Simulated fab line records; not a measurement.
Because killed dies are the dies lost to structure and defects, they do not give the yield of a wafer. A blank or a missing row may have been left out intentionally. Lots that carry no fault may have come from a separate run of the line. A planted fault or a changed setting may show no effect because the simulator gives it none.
Chamber matching || flow n5Finfet || N5_BEOL_M8_CURE_74 on uvCure-02: 3 sister chambers
The step cures SiCOH lowk, time 240 s. 33 wafers are shown with their chamber, then 12 later ones without.

## EACH WAFER AND ITS CHAMBER
{"wafer": "L077.1", "chamber": 2, "wafer_temp_C_max": 386.5, "lampPowerPct (%)": 52.36}
{"wafer": "L077.2", "chamber": 2, "wafer_temp_C_max": 386.7, "lampPowerPct (%)": 52.36}
{"wafer": "L077.3", "chamber": 2, "wafer_temp_C_max": 386.5, "lampPowerPct (%)": 52.25}
{"wafer": "L077.4", "chamber": 2, "wafer_temp_C_max": 386.4, "lampPowerPct (%)": 52.40}
{"wafer": "L077.5", "chamber": 2, "wafer_temp_C_max": 386.3, "lampPowerPct (%)": 52.35}
{"wafer": "L077.6", "chamber": 2, "wafer_temp_C_max": 386.5, "lampPowerPct (%)": 52.43}
{"wafer": "L078.1", "chamber": 1, "wafer_temp_C_max": 387.4, "lampPowerPct (%)": 52.37}
{"wafer": "L078.3", "chamber": 1, "wafer_temp_C_max": 387.5, "lampPowerPct (%)": 52.29}
{"wafer": "L078.4", "chamber": 1, "wafer_temp_C_max": 387.2, "lampPowerPct (%)": 52.21}
{"wafer": "L080.2", "chamber": 1, "wafer_temp_C_max": 387.6, "lampPowerPct (%)": 52.28}
{"wafer": "L080.3", "chamber": 1, "wafer_temp_C_max": 387.6, "lampPowerPct (%)": 52.22}
{"wafer": "L080.6", "chamber": 1, "wafer_temp_C_max": 387.9, "lampPowerPct (%)": 52.28}
{"wafer": "L082.2", "chamber": 0, "wafer_temp_C_max": 386.6, "lampPowerPct (%)": 52.22}
{"wafer": "L082.4", "chamber": 0, "wafer_temp_C_max": 387.0, "lampPowerPct (%)": 52.43}
{"wafer": "L082.5", "chamber": 0, "wafer_temp_C_max": 386.2, "lampPowerPct (%)": 52.29}
{"wafer": "L084.2", "chamber": 1, "wafer_temp_C_max": 389.5, "lampPowerPct (%)": 52.28}
{"wafer": "L084.3", "chamber": 1, "wafer_temp_C_max": 386.5, "lampPowerPct (%)": 52.24}
{"wafer": "L084.4", "chamber": 1, "wafer_temp_C_max": 388.2, "lampPowerPct (%)": 52.21}
{"wafer": "L085.1", "chamber": 0, "wafer_temp_C_max": 386.6, "lampPowerPct (%)": 52.32}
{"wafer": "L085.2", "chamber": 0, "wafer_temp_C_max": 386.4, "lampPowerPct (%)": 52.28}
{"wafer": "L085.3", "chamber": 0, "wafer_temp_C_max": 385.9, "lampPowerPct (%)": 52.34}
{"wafer": "L086.1", "chamber": 1, "wafer_temp_C_max": 387.9, "lampPowerPct (%)": 52.22}
{"wafer": "L086.2", "chamber": 1, "wafer_temp_C_max": 387.1, "lampPowerPct (%)": 52.36}
{"wafer": "L086.3", "chamber": 1, "wafer_temp_C_max": 387.0, "lampPowerPct (%)": 52.30}
{"wafer": "L086.4", "chamber": 1, "wafer_temp_C_max": 387.7, "lampPowerPct (%)": 52.30}
{"wafer": "L086.5", "chamber": 1, "wafer_temp_C_max": 387.6, "lampPowerPct (%)": 52.33}
{"wafer": "L086.6", "chamber": 1, "wafer_temp_C_max": 387.1, "lampPowerPct (%)": 52.38}
{"wafer": "L089.3", "chamber": 2, "wafer_temp_C_max": 386.0, "lampPowerPct (%)": 52.43}
{"wafer": "L089.4", "chamber": 2, "wafer_temp_C_max": 386.1, "lampPowerPct (%)": 52.27}
{"wafer": "L089.5", "chamber": 2, "wafer_temp_C_max": 386.8, "lampPowerPct (%)": 52.31}
{"wafer": "L087.1", "chamber": 0, "wafer_temp_C_max": 386.1, "lampPowerPct (%)": 52.22}
{"wafer": "L087.3", "chamber": 0, "wafer_temp_C_max": 386.2, "lampPowerPct (%)": 52.26}
{"wafer": "L087.6", "chamber": 0, "wafer_temp_C_max": 385.9, "lampPowerPct (%)": 52.27}

SIGNATURES (averages over the wafers above)
{"reading": "wafer_temp_C_max", "chamber 0": 386.322, "chamber 1": 387.587, "chamber 2": 386.422, "scatter within a chamber": 0.517}
{"reading": "lampPowerPct", "chamber 0": 52.2922, "chamber 1": 52.2847, "chamber 2": 52.3511, "scatter within a chamber": 0.0616}
Rule: for each reading, subtract the chamber's mean from the wafer's reading, divide by that reading's scatter and square the result; add these up over the readings and take the root, which gives the wafer's distance from the chamber. The wafer belongs to the nearest chamber; if the next one is less than 2 further off, it can't be placed. The scatter: the root of (the sum of the squares of (reading less its chamber's mean) over the shown wafers, divided by (wafers less chambers)).

## WAFERS WITHOUT THEIR CHAMBER
{"wafer": "L087.2", "wafer_temp_C_max": 386.6, "lampPowerPct (%)": 52.35}
{"wafer": "L087.4", "wafer_temp_C_max": 386.5, "lampPowerPct (%)": 52.54}
{"wafer": "L087.5", "wafer_temp_C_max": 387.2, "lampPowerPct (%)": 52.28}
{"wafer": "L088.2", "wafer_temp_C_max": 386.2, "lampPowerPct (%)": 52.38}
{"wafer": "L088.3", "wafer_temp_C_max": 386.1, "lampPowerPct (%)": 52.33}
{"wafer": "L088.5", "wafer_temp_C_max": 386.1, "lampPowerPct (%)": 52.30}
{"wafer": "L091.1", "wafer_temp_C_max": 387.4, "lampPowerPct (%)": 52.23}
{"wafer": "L091.3", "wafer_temp_C_max": 387.4, "lampPowerPct (%)": 52.34}
{"wafer": "L091.6", "wafer_temp_C_max": 387.6, "lampPowerPct (%)": 52.31}
{"wafer": "L096.4", "wafer_temp_C_max": 386.6, "lampPowerPct (%)": 52.30}
{"wafer": "L096.5", "wafer_temp_C_max": 386.9, "lampPowerPct (%)": 52.28}
{"wafer": "L096.6", "wafer_temp_C_max": 387.1, "lampPowerPct (%)": 52.20}

## EACH ONE'S CHAMBER
{"wafer": "L087.2", "from the rows above": "can't be placed: 2 or 0 or 1", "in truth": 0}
{"wafer": "L087.4", "from the rows above": "can't be placed: 2 or 0 or 1", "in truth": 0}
{"wafer": "L087.5", "from the rows above": "can't be placed: 1 or 0 or 2", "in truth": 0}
{"wafer": "L088.2", "from the rows above": "can't be placed: 2 or 0", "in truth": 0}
{"wafer": "L088.3", "from the rows above": "can't be placed: 2 or 0", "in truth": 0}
{"wafer": "L088.5", "from the rows above": "can't be placed: 0 or 2", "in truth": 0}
{"wafer": "L091.1", "from the rows above": "can't be placed: 1 or 0 or 2", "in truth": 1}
{"wafer": "L091.3", "from the rows above": "can't be placed: 1 or 2 or 0", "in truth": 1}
{"wafer": "L091.6", "from the rows above": "can't be placed: 1 or 2", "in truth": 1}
{"wafer": "L096.4", "from the rows above": "can't be placed: 0 or 2 or 1", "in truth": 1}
{"wafer": "L096.5", "from the rows above": "can't be placed: 0 or 1 or 2", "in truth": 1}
{"wafer": "L096.6", "from the rows above": "can't be placed: 1 or 0 or 2", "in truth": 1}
Placed correctly: 0 of 12. Can't be placed from these rows: 12 (the true chamber is among the candidates in 12). 0 placed wrongly.
